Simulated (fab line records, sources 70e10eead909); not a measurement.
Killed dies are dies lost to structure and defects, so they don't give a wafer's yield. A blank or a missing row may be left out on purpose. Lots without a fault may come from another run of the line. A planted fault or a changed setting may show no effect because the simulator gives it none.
A struck lot beside a sound one | flow nand_harc | 15 steps out of a route of 1302
Sound: wafers L516.1, L516.3, L516.4. Struck: wafers L511.3, L511.5. (L511.4 of the same lot was not struck and is left out.) The cause comes at the end.
At each step with rows: each side's tool, then ch and its chambers, then its first start. Under that, the readings that differ: sound wafers | struck wafers | difference of the means | sigmas: that difference in standard deviations of wafers without a fault.
alike: readings whose means differ by less than 2 such deviations, and words and numbers that are the same on both sides. not compared: withheld readings, readings that some wafer has no value for, bounds like >300 that may hide the same value, and numbers for which the record gives no deviation and whose values overlap.
The two part at a step that has a row with sigmas, a row that says differs or no value, or rows on one side only. Numbers that don't overlap but have no deviation are shown without sigmas and don't part them. A reading that every wafer of one side lacks parts them only if that side has two wafers or more.

first, 8 steps without rows for these wafers: NHARC_P_GATE_DEHYDRATE_18 (time 120 s); NHARC_P_GATE_HMDS_19 (time 30 s); NHARC_P_GATE_COAT_20 (resist thk 90 nm); NHARC_P_GATE_SOFTBAKE_21 (time 55 s); NHARC_P_GATE_EBR_22; NHARC_P_GATE_EXPOSE_23 (exposes mask P GATE, target cd 120 nm); NHARC_P_GATE_PEB_24 (peb time 65 s); NHARC_P_GATE_DEVELOP_25 (develop time 35 s).
NHARC_P_GATE_CD_MEAS_26: target cd 120 nm.
  sound on cd_sem-03 ch 0, day 12 01:20; struck on cd_sem-02 ch 0, day 9 22:41
  alike: cd_nm
NHARC_P_GATE_OVL_MEAS_27:
  sound on overlay-02, day 12 01:26; struck on overlay-02, day 9 22:46
  alike: overlay_x_nm, overlay_y_nm
NHARC_P_GATE_INSPECT_28:
  sound on defect_inspect-01, day 12 01:28; struck on defect_inspect-02, day 9 22:49
  alike: raw_defect_count
NHARC_P_GATE_DESCUM_31: chemistry O2, time 3 s.
  sound on rie_diel-01 ch 0,1,3, day 12 01:32; struck on rie_diel-10 ch 0, day 9 22:52
  alike: drypump_motor_current_A, oes_product_au, rf_vpp_V, showerhead_plenum_p_Torr, throttle_valve_pct
  not compared: rf_hours_counter_h
NHARC_P_GATE_ETCH_104: etches the open film in CF4/CHF3, target depth 60 nm.
  sound on rie_diel-01 ch 0,1,2, day 12 01:37; struck on rie_diel-10 ch 2, day 9 22:59
  reading               | sound             | struck      | difference | sigmas
  oes_product_au (a.u.) | 0.927 0.919 0.925 | 1.028 1.033 | +0.107     | +5
  rf_fwd_power_W (W)    | 490.4 496.0 488.9 | 551.3 551.9 | +59.8      | +25
  alike: drypump_motor_current_A, rf_vpp_V, showerhead_plenum_p_Torr, throttle_valve_pct
NHARC_P_GATE_HM_OPEN_105: chemistry O2/COS, target depth 360 nm.
  sound on rie_diel-01 ch 0,1,3; struck on rie_diel-10 ch 0,2
  alike: drypump_motor_current_A, oes_product_au, rf_vpp_V, showerhead_plenum_p_Torr, throttle_valve_pct
  not compared: rf_hours_counter_h
-- the record jumps here: 19 days lie between the struck wafers' starts before and after (it left off in module P_GATE and takes up again in module END, whose first step shown is number 1302 of the route) --
NHARC_END_SORT_01:
  sound on prober-01 ch 0, day 31 05:47; struck on prober-01 ch 0, day 29 06:49
  reading         | sound    | struck | difference | sigmas
  killed_at_array | 26 22 19 | 61 64  | +40        | +2
  killed_dies     | 28 22 23 | 65 69  | +43        | +2
  killed_short    | 1 0 1    | 3 5    | +3         | +2
  alike: killed_at_other, killed_at_periphery, killed_open

WHERE THEY PART
First at NHARC_P_GATE_ETCH_104; last, within this record, at NHARC_END_SORT_01.

WHY: what the simulator had put in
Process parameter drift: rie_diel-10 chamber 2, from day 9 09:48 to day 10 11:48, at NHARC_P_GATE_ETCH_104. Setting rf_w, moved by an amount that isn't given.
